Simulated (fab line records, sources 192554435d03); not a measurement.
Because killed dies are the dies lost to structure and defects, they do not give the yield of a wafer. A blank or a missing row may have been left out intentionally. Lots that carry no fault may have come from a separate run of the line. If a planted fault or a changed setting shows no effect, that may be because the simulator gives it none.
fab line records | flow n5-finfet
[record] lots = 7 wafers = 21
route steps=1938 shown ZERO_LAYER@9 PMOS_HMC_CHANNEL_EPI@62 FIN_SAQP@96 SD_EPI_N@275 HKMG_FIN@424
start-h: the number of hours between the record's first day and the start of the first shown wafer of the lot | wait-h: how many hours have passed since the lot's step before this one | " repeats the value in the row above | L1.1+2: one row covering several wafers at once | - no value, or no start given | * or withheld: withheld | < > ~ a bound
route shown NAME@n: a module of which the file shows steps, and the number in the route of the first | usual: the fault-free wafers' mean and standard deviation | same: alike in all rows | chamber/n: place in a boat | sites: the reading at each site | _std_site: the standard deviation of these | _edge_site: inner sites' mean taken away from outer sites' mean | radius-mm: for every site, how far away it sits from the centre of the wafer | mask NAME#n: copy n | behind: the most recent tool/chamber to have shaped the wafer | hold: the reason the lot was held/the length of the hold in hours/how it ended | device: the n, p or np transistor that did not switch | end of line: at the end of the route, the tests of the same wafers | where a step has no rows: the recipe by itself | killed: count of dies lost to structure and defects at first sort (not the wafer's yield) | map: the dies of a wafer, with x for killed, . for not killed, _ for no die there
set.NAME: the run value of the setting; set.NAME@STEP: its run value at that earlier step | model.NAME: the simulator's own value behind a step, which no gauge read
lots where settings were altered on purpose, with a table for each step and a row for each wafer
[[steps]]
[step N5_ZERO_LAYER_EXPOSE_08]
[recipe] mask-id = ZERO na = 0.55 source-shape = conventional sigma-outer = 0.8 polarization = unpolarized defocus-nm = 0 target-cd-nm = 2000 dose-mj = 16.2
// columns lot.wafer tool chamber start-h wait-h mask set.dose-mj
L074.2 krf-scanner-02 0 12.47 - ZERO#0 17.02
L074.4+6 " 0 " " ZERO#0 16.2
L075.1 krf-scanner-02 0 18.48 - ZERO#0 16.82
L075.3+4 " 0 " " ZERO#0 16.2
L076.1+2+3 krf-scanner-02 0 24.52 - ZERO#0 16.2
L078.1+6 krf-scanner-02 0 36.76 - ZERO#0 16.2
L078.5 " 0 " " ZERO#0 16.52
L083.3+5+6 krf-scanner-02 0 66.48 - ZERO#0 16.2
L088.2+3 krf-scanner-02 0 96.60 - ZERO#0 15.58
L088.4 " 0 " " ZERO#0 16.2
L090.1+4 krf-scanner-01 0 108.59 - ZERO#0 16.52
L090.3 " 0 " " ZERO#0 16.2
[step N5_ZERO_LAYER_DEVELOP_10]
[recipe] develop-time-s = 60 rinse-liquid = diw dry = air-spin dev-temp-c = 21
// columns lot.wafer tool chamber start-h wait-h set.develop-time-s
L074.2+4+6 litho-track-03 0 - - 60
L075.1+3 litho-track-02 0 - - 60
L075.4 " 0 " " 54.2
L076.1+2 litho-track-03 0 - - 65.66
L076.3 " 0 " " 60
L078.1+6 litho-track-03 0 - - 49.58
L078.5 " 0 " " 60
L083.3+5+6 litho-track-01 0 - - 60
L088.2+3+4 litho-track-01 0 - - 60
L090.1+3+4 litho-track-03 0 - - 60
[step N5_ZERO_LAYER_HARDBAKE_23]
[recipe] temp-c = 130 time-s = 120
[step N5_ZERO_LAYER_CD_MEAS_11]
[recipe] target-cd-nm = 2000 landing-energy-ev = 500 detector = se-inlens
[usual] cd-nm = 1998.7/1.6
// columns lot.wafer tool chamber start-h wait-h set.dose-mj@ZERO_LAYER_EXPOSE_08 cd-nm
L074.2 cd-sem-02 0 12.64 - 17.02 2008.1
L074.4 " 0 " " 16.2 1997.1
L074.6 " 0 " " 16.2 1997.0
L075.1 cd-sem-03 0 18.66 - 16.82 2005.0
L075.3 " 0 " " 16.2 1997.2
L075.4 " 0 " " 16.2 1996.7
L076.1 cd-sem-03 0 24.69 - 16.2 1999.8
L076.2 " 0 " " 16.2 2001.0
L076.3 " 0 " " 16.2 1999.7
L078.1 cd-sem-02 0 36.93 - 16.2 1996.4
L078.5 " 0 " " 16.52 2003.5
L078.6 " 0 " " 16.2 1994.6
L083.3 cd-sem-01 0 66.64 - 16.2 2001.6
L083.5 " 0 " " 16.2 2002.3
L083.6 " 0 " " 16.2 2000.1
L088.2 cd-sem-02 0 96.77 - 15.58 1993.8
L088.3 " 0 " " 15.58 1991.5
L088.4 " 0 " " 16.2 2000.0
L090.1 cd-sem-01 0 108.77 - 16.52 2000.0
L090.3 " 0 " " 16.2 1998.2
L090.4 " 0 " " 16.52 1999.7
[step N5_PMOS_HMC_CHANNEL_EPI_EXPOSE_06]
[recipe] mask-id = PMOS_HMC_BLK na = 1.35 source-shape = conventional sigma-outer = 0.8 polarization = unpolarized target-cd-nm = 240 dose-mj = 41
// columns lot.wafer tool chamber start-h wait-h mask set.dose-mj
L074.2+4+6 arfi-scanner-01 0 17.81 - PMOS_HMC_BLK#0 41
L075.1+3 arfi-scanner-03 0 23.07 - PMOS_HMC_BLK#0 41
L075.4 " 0 " " PMOS_HMC_BLK#0 42.34
L076.1+2+3 arfi-scanner-02 0 30.12 - PMOS_HMC_BLK#0 41
L078.1 arfi-scanner-01 0 41.48 - PMOS_HMC_BLK#0 41
L078.5+6 " 0 " " PMOS_HMC_BLK#0 42.38
L083.3+5+6 arfi-scanner-01 0 71.11 - PMOS_HMC_BLK#0 41
L088.2+3 arfi-scanner-02 0 101.10 - PMOS_HMC_BLK#0 41
L088.4 " 0 " " PMOS_HMC_BLK#0 38.19
L090.1+3+4 arfi-scanner-02 0 113.41 - PMOS_HMC_BLK#0 41
[step N5_PMOS_HMC_CHANNEL_EPI_DEVELOP_08]
[recipe] develop-time-s = 30 developer = TMAH resist = CAR-ArF-block dev-temp-c = 23 rinse-liquid = diw dry = air-spin
// columns lot.wafer tool chamber start-h wait-h set.develop-time-s
L074.2+4+6 litho-track-05 0 - - 30
L075.1+3+4 litho-track-03 0 - - 35.8
L076.1+2 litho-track-01 0 - - 25.84
L076.3 " 0 " " 30
L078.1+5 litho-track-01 0 - - 35.67
L078.6 " 0 " " 30
L083.3+5+6 litho-track-03 0 - - 30
L088.2+3+4 litho-track-05 0 - - 30
L090.1+3+4 litho-track-01 0 - - 30
[step N5_PMOS_HMC_CHANNEL_EPI_CD_MEAS_09]
[recipe] target-cd-nm = 237.4 landing-energy-ev = 500 detector = se-inlens
[usual] cd-nm = 237.8/0.73
// columns lot.wafer tool chamber start-h wait-h set.dose-mj@PMOS_HMC_CHANNEL_EPI_EXPOSE_06 cd-nm
L074.2 cd-sem-02 0 17.93 - 41 237.6
L074.4 " 0 " " 41 237.6
L074.6 " 0 " " 41 239.1
L075.1 cd-sem-02 0 23.19 - 41 238.6
L075.3 " 0 " " 41 239.8
L075.4 " 0 " " 42.34 241.5
L076.1 cd-sem-01 0 30.25 - 41 235.9
L076.2 " 0 " " 41 236.6
L076.3 " 0 " " 41 237.6
L078.1 cd-sem-03 0 41.61 - 41 238.4
L078.5 " 0 " " 42.38 241.6
L078.6 " 0 " " 42.38 239.7
L083.3 cd-sem-03 0 71.23 - 41 237.3
L083.5 " 0 " " 41 237.7
L083.6 " 0 " " 41 236.5
L088.2 cd-sem-03 0 101.22 - 41 238.2
L088.3 " 0 " " 41 239.4
L088.4 " 0 " " 38.19 232.4
L090.1 cd-sem-01 0 113.53 - 41 237.3
L090.3 " 0 " " 41 237.7
L090.4 " 0 " " 41 236.9
[step N5_PMOS_HMC_CHANNEL_EPI_DESCUM_14]
[recipe] chemistry = O2 time-s = 7.9 source-power-w = 50 bias-power-w = 20 pressure-mtorr = 20 rf-frequency-hz = 2.712e+07 temp-c = 40 resist = CAR-ArF-block o2-flow-sccm = 225
// columns lot.wafer tool chamber start-h wait-h set.dose-mj@PMOS_HMC_CHANNEL_EPI_EXPOSE_06 model.PMOS_HMC_CHANNEL_EPI.cd-nm
L074.2+4 rie-diel-06 2,3 18.10 0.1 41 237.8
L074.6 " 1 " " 41 239
L075.1 rie-diel-03 0 23.28 0.0 41 238.7
L075.3 " 1 " " 41 239.8
L075.4 " 3 " " 42.34 241.8
L076.1 rie-diel-01 1 30.76 0.5 41 235.8
L076.2 " 0 " " 41 236
L076.3 " 2 " " 41 237.6
L078.1 rie-diel-06 3 41.93 0.3 41 238.4
L078.5 " 2 " " 42.38 241.3
L078.6 " 1 " " 42.38 239.7
L083.3 rie-diel-06 2 71.31 0.0 41 237.2
L083.5 " 3 " " 41 237.4
L083.6 " 0 " " 41 236.8
L088.2 rie-diel-03 3 101.51 0.2 41 238
L088.3 " 0 " " 41 239.7
L088.4 " 2 " " 38.19 232.4
L090.1 rie-diel-01 2 113.90 0.3 41 237.1
L090.3 " 1 " " 41 237.9
L090.4 " 0 " " 41 237
[step N5_FIN_SAQP_HM_DEP_03]
[recipe] material = SiNx target-thk-a = 380 temp-c = 400 precursor = SiH4/NH3/N2 pressure-torr = 1.5 rf-w = 300 time-s = 33.6
// columns lot.wafer tool chamber start-h wait-h set.time-s model.SiNx_of_FIN_SAQP_HM_DEP_03.thk-nm
L074.2 pecvd-02 2 21.64 0.2 33.6 37.86
L074.4 " 1 " " 33.6 38.13
L074.6 " 2 " " 33.6 38.66
L075.1 pecvd-03 0 26.56 0.2 33.6 37.27
L075.3 " 0 " " 32.1 36.08
L075.4 " 1 " " 32.1 36.34
L076.1 pecvd-02 2 34.06 0.2 28.67 31.95
L076.2 " 0 " " 33.6 37.41
L076.3 " 1 " " 28.67 31.87
L078.1 pecvd-03 1 45.27 0.2 33.6 36.88
L078.5 " 1 " " 35.55 39.8
L078.6 " 0 " " 33.6 37.74
L083.3 pecvd-03 0 76.91 0.1 33.6 36.83
L083.5 " 0 " " 33.6 37.34
L083.6 " 1 " " 33.6 37.72
L088.2 pecvd-02 1 104.93 0.2 33.6 38.39
L088.3 " 0 " " 29.83 33.29
L088.4 " 0 " " 29.83 34.26
L090.1 pecvd-02 2 117.20 0.2 33.6 38.59
L090.3 " 0 " " 33.6 38.74
L090.4 " 0 " " 36.95 42.51
[step N5_FIN_SAQP_THK_MEAS_05]
[usual] thk-nm = 37.9/0.51
// columns lot.wafer tool chamber start-h wait-h set.time-s@FIN_SAQP_HM_DEP_03 thk-nm
L074.2 film-metro-01 - 21.73 0.1 33.6 37.8
L074.4 " - " " 33.6 38.1
L074.6 " - " " 33.6 38.6
L075.1 film-metro-01 - 26.67 0.1 33.6 37.3
L075.3 " - " " 32.1 36.1
L075.4 " - " " 32.1 36.4
L076.1 film-metro-01 - 34.15 0.1 28.67 32.0
L076.2 " - " " 33.6 37.4
L076.3 " - " " 28.67 31.9
L078.1 film-metro-01 - 45.39 0.1 33.6 36.9
L078.5 " - " " 35.55 39.8
L078.6 " - " " 33.6 37.7
L083.3 film-metro-01 - 76.99 0.1 33.6 36.9
L083.5 " - " " 33.6 37.3
L083.6 " - " " 33.6 37.8
L088.2 film-metro-02 - 105.02 0.1 33.6 38.4
L088.3 " - " " 29.83 33.2
L088.4 " - " " 29.83 34.3
L090.1 film-metro-01 - 117.30 0.1 33.6 38.6
L090.3 " - " " 33.6 38.8
L090.4 " - " " 36.95 42.5
[step N5_FIN_SAQP_EXPOSE_13]
[recipe] mask-id = FIN_CORE na = 1.35 source-shape = dipole sigma-inner = 0.538 sigma-outer = 0.738 polarization = te target-cd-nm = 35.6 dose-mj = 63.25
// columns lot.wafer tool chamber start-h wait-h mask set.dose-mj
L074.2 arfi-scanner-02 0 22.17 - FIN_CORE#0 65.07
L074.4+6 " 0 " " FIN_CORE#0 63.25
L075.1+4 arfi-scanner-01 0 27.23 - FIN_CORE#0 63.25
L075.3 " 0 " " FIN_CORE#0 67.73
L076.1 arfi-scanner-02 0 34.71 - FIN_CORE#0 67.24
L076.2+3 " 0 " " FIN_CORE#0 63.25
L078.1 arfi-scanner-02 0 45.90 - FIN_CORE#0 63.25
L078.5+6 " 0 " " FIN_CORE#0 59.09
L083.3+5+6 arfi-scanner-02 0 77.59 - FIN_CORE#0 63.25
L088.2+3 arfi-scanner-02 0 105.59 - FIN_CORE#0 63.25
L088.4 " 0 " " FIN_CORE#0 65.25
L090.1+3+4 arfi-scanner-02 0 117.74 - FIN_CORE#0 63.25
[step N5_FIN_SAQP_PEB_14]
[recipe] peb-temp-c = withheld peb-time-s = 60 resist = CAR-ArF
[step N5_FIN_SAQP_DEVELOP_15]
[recipe] develop-time-s = 30 developer = TMAH resist = CAR-ArF dev-temp-c = 23 rinse-liquid = diw dry = air-spin
[step N5_FIN_SAQP_CD_MEAS_16]
[recipe] target-cd-nm = 35.6 landing-energy-ev = 500 detector = se-inlens
[usual] cd-nm = 35.65/0.28
// columns lot.wafer tool chamber start-h wait-h set.dose-mj@FIN_SAQP_EXPOSE_13 cd-nm
L074.2 cd-sem-03 0 22.30 - 65.07 34.98
L074.4 " 0 " " 63.25 36.13
L074.6 " 0 " " 63.25 35.75
L075.1 cd-sem-03 0 27.36 - 63.25 35.83
L075.3 " 0 " " 67.73 33.53
L075.4 " 0 " " 63.25 35.83
L076.1 cd-sem-03 0 34.84 - 67.24 34.12
L076.2 " 0 " " 63.25 35.85
L076.3 " 0 " " 63.25 35.58
L078.1 cd-sem-03 0 46.02 - 63.25 35.30
L078.5 " 0 " " 59.09 37.19
L078.6 " 0 " " 59.09 37.13
L083.3 cd-sem-01 0 77.71 - 63.25 35.47
L083.5 " 0 " " 63.25 35.28
L083.6 " 0 " " 63.25 35.65
L088.2 cd-sem-01 0 105.71 - 63.25 35.81
L088.3 " 0 " " 63.25 35.81
L088.4 " 0 " " 65.25 34.88
L090.1 cd-sem-03 0 117.86 - 63.25 35.97
L090.3 " 0 " " 63.25 36.19
L090.4 " 0 " " 63.25 36.10
[step N5_FIN_SAQP_ETCH_57]
[recipe] chemistry = CH3F/O2 target = SiNx mask-material = SiO2 target-depth-a = 325 time-s = 46.4 pressure-mtorr = 30 source-w = 395 bias-w = 73 Ar_flow_sccm = 150 CH3F_flow_sccm = 30 O2_flow_sccm = 20 ion-energy-ev = 120 ends = cleared
[step N5_FIN_SAQP_ETCH_65]
[recipe] chemistry = CF4 target = SiO2 target-depth-a = 40 ion-energy-ev = 350 time-s = 4.4 pressure-mtorr = 10 icp-w = 800 bias-w = 400 cf4-flow-sccm = 80
[step N5_FIN_SAQP_MANDREL_ETCH_58]
[recipe] chemistry = HBr/Cl2 target = a-Si target-depth-a = 450 bt-time-s = 10 stop-on = SiNx mask-material = SiO2 over-etch-frac = 0.8 time-s = 27 pressure-mtorr = 10 icp-w = 800 bias-w = 75 HBr_flow_sccm = 150 Cl2_flow_sccm = 80 ends = end-point
// columns lot.wafer tool chamber start-h wait-h set.time-s@FIN_SAQP_HM_DEP_03 model.SiNx_of_FIN_SAQP_HM_DEP_03.thk-nm
L074.2 rie-si-06 2 26.48 0.0 33.6 37.86
L074.4 " 3 " " 33.6 38.13
L074.6 " 0 " " 33.6 38.66
L075.1 rie-si-02 2 30.65 0.0 33.6 37.27
L075.3 " 1 " " 32.1 36
L075.4 " 0 " " 32.1 36.2
L076.1 rie-si-06 3 37.26 0.0 28.67 31.95
L076.2 " 0 " " 33.6 37.41
L076.3 " 2 " " 28.67 31.87
L078.1 rie-si-05 3 48.64 0.0 33.6 36.88
L078.5 " 0 " " 35.55 39.8
L078.6 " 1 " " 33.6 37.8
L083.3 rie-si-05 0 80.58 0.0 33.6 36.83
L083.5 " 2 " " 33.6 37.2
L083.6 " 1 " " 33.6 37.6
L088.2 rie-si-05 1 108.30 0.0 33.6 38.4
L088.3 " 2 " " 29.83 33.2
L088.4 " 0 " " 29.83 34.26
L090.1 rie-si-06 3 120.15 0.0 33.6 38.59
L090.3 " 1 " " 33.6 38.74
L090.4 " 0 " " 36.95 42.51
[step N5_FIN_SAQP_RECESS_63]
[recipe] chemistry = HF/NH3 target = SiO2 target-depth-a = 180 afs-cycles = 3 temp-c = 30 sublimation-temp-c = 180 sublimation-time-s = 60
[step N5_FIN_SAQP_COAT_68]
[recipe] resist = SOC temp-c = 250 time-s = 60 spin-rpm = 1500 resist-thk-nm = 100
[step N5_FIN_SAQP_MANDREL2_REMOVE_60]
[recipe] chemistry = HBr/Cl2/O2 bt-time-s = 10 target = a-Si stop-on = SiNx endpoint = OES-SiCl over-etch-frac = 1 icp-w = 600 bias-w = 22 HBr_flow_sccm = 150 Cl2_flow_sccm = 80 O2_flow_sccm = 5 pressure-mtorr = 10
[step N5_FIN_SAQP_HM_OPEN_33]
[recipe] chemistry = CH3F/O2 target = SiNx mask-material = SiO2 target-depth-a = 494 time-s = 70.6 pressure-mtorr = 30 source-w = 395 bias-w = 73 Ar_flow_sccm = 150 CH3F_flow_sccm = 30 O2_flow_sccm = 20 ion-energy-ev = 120 ends = cleared
[usual] etch-rf-on-time-s = 69.0/1.2
// columns lot.wafer tool chamber start-h wait-h set.time-s@FIN_SAQP_HM_DEP_03 etch-rf-on-time-s model.etch.depth-nm
L074.2 rie-diel-05 0 28.36 0.1 33.6 68.5 37.23
L074.4 " 3 " " 33.6 69.0 37.51
L074.6 " 1 " " 33.6 69.8 38.03
L075.1 rie-diel-04 0 32.06 0.0 33.6 68.1 36.64
L075.3 " 3 " " 32.1 64.3 35.44
L075.4 " 1 " " 32.1 65.9 35.66
L076.1 rie-diel-05 0 38.74 0.1 28.67 58.2 31.33
L076.2 " 2 " " 33.6 69.0 36.78
L076.3 " 1 " " 28.67 57.6 31.25
L078.1 rie-diel-05 1 50.12 0.0 33.6 67.8 36.25
L078.5 " 1 " " 35.55 72.2 39.18
L078.6 " 0 " " 33.6 69.3 37.08
L083.3 rie-diel-04 0 81.99 0.0 33.6 65.3 36.2
L083.5 " 2 " " 33.6 66.5 36.66
L083.6 " 3 " " 33.6 66.8 37.05
L088.2 rie-diel-05 3 109.92 0.1 33.6 70.0 37.72
L088.3 " 1 " " 29.83 60.2 32.6
L088.4 " 1 " " 29.83 62.3 33.64
L090.1 rie-diel-02 3 121.83 0.3 33.6 71.7 37.97
L090.3 " 1 " " 33.6 71.3 38.12
L090.4 " 0 " " 36.95 76.4 41.88
[step N5_SD_EPI_N_ETCH_35]
[recipe] chemistry = N2/H2 target = SOC overetch-a = 1080 mask-material = SiARC temp-c = 40 ion-energy-ev = 100 source-w = 3000 bias-w = 133 pressure-mtorr = 20 time-s = 486 n2-flow-sccm = 200 h2-flow-sccm = 200
// columns lot.wafer tool chamber start-h wait-h set.time-s model.SD_EPI_N.cd-nm model.SiARC_of_SD_EPI_N_COAT_33.thk-nm
L074.2 rie-diel-05 2 50.46 0.0 486 119.8 19.8
L074.4 " 1 " " 486 120.8 19.4
L074.6 " 0 " " 549.5 123.8 17.6
L075.1 rie-diel-05 1 54.87 0.0 486 121.4 19.8
L075.3 " 3 " " 486 120.6 19.6
L075.4 " 0 " " 486 120.8 19.6
L076.1 rie-diel-04 3 60.73 0.0 486 119.2 19.4
L076.2 " 1 " " 554.2 121.6 17.6
L076.3 " 0 " " 554.2 121.2 17.4
L078.1 rie-diel-02 1 72.58 0.0 486 120.8 19.6
L078.5 " 0 " " 486 120.2 19.2
L078.6 " 1 " " 527.1 122.2 18.4
L083.3 rie-diel-02 0 108.03 0.0 486 119.2 19.4
L083.5 " 0 " " 486 119.6 19.6
L083.6 " 1 " " 486 120.4 19.8
L088.2 rie-diel-02 0 134.09 0.0 486 120.6 19.6
L088.3 " 1 " " 434.4 118 21.6
L088.4 " 2 " " 486 118.8 19.6
L090.1 rie-diel-04 1 143.73 0.0 486 119.2 19.8
L090.3 " 2 " " 545.9 122.4 17.6
L090.4 " 3 " " 545.9 121.4 17.6
[step N5_HKMG_FIN_COAT_06]
[recipe] resist = CAR-ArF spin-rpm = 1500 resist-thk-nm = 90
// columns lot.wafer tool chamber start-h wait-h set.spin-rpm model.CAR-ArF_of_HKMG_FIN_COAT_06.thk-nm
L074.2+6 litho-track-05 0 - - 1617 87
L074.4 " 0 " " 1500 90.4
L075.1 litho-track-05 0 - - 1500 90
L075.3 " 0 " " 1500 89.8
L075.4 " 0 " " 1634 86
L076.1+2 litho-track-04 0 - - 1500 89.8
L076.3 " 0 " " 1500 89.6
L078.1 litho-track-05 0 - - 1543 88.4
L078.5 " 0 " " 1543 88.6
L078.6 " 0 " " 1500 89.8
L083.3 litho-track-05 0 - - 1500 90.4
L083.5+6 " 0 " " 1500 90.2
L088.2 litho-track-05 0 - - 1500 90.2
L088.3+4 " 0 " " 1406 93.2
L090.1 litho-track-04 0 - - 1500 90
L090.3+4 " 0 " " 1620 86.6
[[key]]
[split] step = N5_ZERO_LAYER_EXPOSE_08 setting = dose-mj stated = 16.2 by = wafer
[response] step = N5_ZERO_LAYER_CD_MEAS_11 reading = cd-nm change = +2.13 per = 1% r = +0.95
[split] step = N5_ZERO_LAYER_DEVELOP_10 setting = develop-time-s stated = 60 by = wafer
response none clear
[split] step = N5_PMOS_HMC_CHANNEL_EPI_EXPOSE_06 setting = dose-mj stated = 41 by = wafer
[response] step = N5_PMOS_HMC_CHANNEL_EPI_CD_MEAS_09 reading = cd-nm change = +0.852 per = 1% r = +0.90
[response] step = N5_PMOS_HMC_CHANNEL_EPI_DESCUM_14 reading = model.PMOS_HMC_CHANNEL_EPI.cd-nm change = +0.859 per = 1% r = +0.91
[split] step = N5_PMOS_HMC_CHANNEL_EPI_DEVELOP_08 setting = develop-time-s stated = 30 by = wafer
response none clear
[split] step = N5_FIN_SAQP_HM_DEP_03 setting = time-s stated = 33.6 by = wafer
[response] step = N5_FIN_SAQP_HM_DEP_03 reading = model.SiNx_of_FIN_SAQP_HM_DEP_03.thk-nm change = +0.384 per = 1% r = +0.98
[response] step = N5_FIN_SAQP_THK_MEAS_05 reading = thk-nm change = * per = 1% r = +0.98
[response] step = N5_FIN_SAQP_MANDREL_ETCH_58 reading = model.SiNx_of_FIN_SAQP_HM_DEP_03.thk-nm change = +0.386 per = 1% r = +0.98
[response] step = N5_FIN_SAQP_HM_OPEN_33 reading = etch-rf-on-time-s change = * per = 1% r = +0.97
[response] step = N5_FIN_SAQP_HM_OPEN_33 reading = model.etch.depth-nm change = +0.384 per = 1% r = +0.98
[split] step = N5_FIN_SAQP_EXPOSE_13 setting = dose-mj stated = 63.25 by = wafer
[response] step = N5_FIN_SAQP_CD_MEAS_16 reading = cd-nm change = -0.292 per = 1% r = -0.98
[split] step = N5_SD_EPI_N_ETCH_35 setting = time-s stated = 486 by = wafer
[response] step = N5_SD_EPI_N_ETCH_35 reading = model.SD_EPI_N.cd-nm change = +0.202 per = 1% r = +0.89
[response] step = N5_SD_EPI_N_ETCH_35 reading = model.SiARC_of_SD_EPI_N_COAT_33.thk-nm change = -0.156 per = 1% r = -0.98
[split] step = N5_HKMG_FIN_COAT_06 setting = spin-rpm stated = 1500 by = wafer
[response] step = N5_HKMG_FIN_COAT_06 reading = model.CAR-ArF_of_HKMG_FIN_COAT_06.thk-nm change = -0.441 per = 1% r = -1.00
